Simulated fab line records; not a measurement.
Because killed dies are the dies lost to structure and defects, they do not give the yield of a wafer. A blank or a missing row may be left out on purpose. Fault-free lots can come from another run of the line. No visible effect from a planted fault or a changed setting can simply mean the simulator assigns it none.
A lot that was struck, set against a sound lot ; flow nand_harc ; 13 steps out of a route of 1302
Sound: the wafers L570.3, L570.5, L570.6. The struck wafers were L576.2, L576.3, L576.5. The cause comes at the end.
At each step with rows: each side's tool, then ch and its chambers, then its first start. Under that, the readings that differ: sound wafers ; struck wafers ; difference of the means ; sigmas: that difference in standard deviations of wafers without a fault.
alike: readings whose means differ by less than 2 such deviations, and words and numbers that are the same on both sides. not compared: withheld readings, readings that some wafer has no value for, bounds like >300 that may hide the same value, and numbers for which the record gives no deviation and whose values overlap.
The two part at a step that has a row with sigmas, a row that says differs or no value, or rows on one side only. Non-overlapping numbers with no deviation appear without sigmas and do not part them. A reading missing from all wafers of one side parts the sides only when that side holds two or more wafers.

first, 3 steps without rows for these wafers: NHARC_A_STAIRCASE_STRIP_275 (strips in SPM, time 900 s); NHARC_A_STAIRCASE_PRECLEAN_276 (cleans in SC1); NHARC_A_STAIRCASE_SRD_277.
NHARC_A_STAIRCASE_HM_DEP_459: deposits aC, target thk 1500 nm.
  sound on acl_dep-02 ch 0, day 17 11:07; struck on acl_dep-01 ch 0, day 19 08:44
  alike: throttle_valve_pct
NHARC_A_STAIRCASE_DEP_280: deposits SiON, target thk 30 nm.
  sound on pecvd-01 ch 1,2, day 17 12:23; struck on pecvd-04 ch 0,2, day 19 10:20
  alike: heater_power_w, showerhead_vpp_V
then, 6 steps without rows for these wafers: NHARC_A_STAIRCASE_DEHYDRATE_281 (time 120 s); NHARC_A_STAIRCASE_HMDS_282 (time 30 s); NHARC_A_STAIRCASE_COAT_283; NHARC_A_STAIRCASE_SOFTBAKE_284 (time 170 s); NHARC_A_STAIRCASE_EBR_285; NHARC_A_STAIRCASE_EXPOSE_286 (exposes mask CHOP 100).
NHARC_A_STAIRCASE_PEB_287: peb time 130 s.
  struck on litho_track-02, day 19 10:58; sound on litho_track-03 ch 0, day 17 13:02
  no value came back on the struck wafers for chill_plate_temp_C (C), exhaust_pa (Pa); on the sound wafers chill_plate_temp_C (C) reads 23.05 22.91 23.11
then, 1 step without rows for these wafers: NHARC_A_STAIRCASE_DEVELOP_288 (time 140 s).

WHERE THEY PART
At NHARC_A_STAIRCASE_PEB_287 and nowhere else, as far as this record goes.

WHY: whatever the simulator had introduced
Skipped step whole: litho_track-02, from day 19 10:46 on, at NHARC_A_STAIRCASE_PEB_287. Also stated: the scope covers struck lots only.
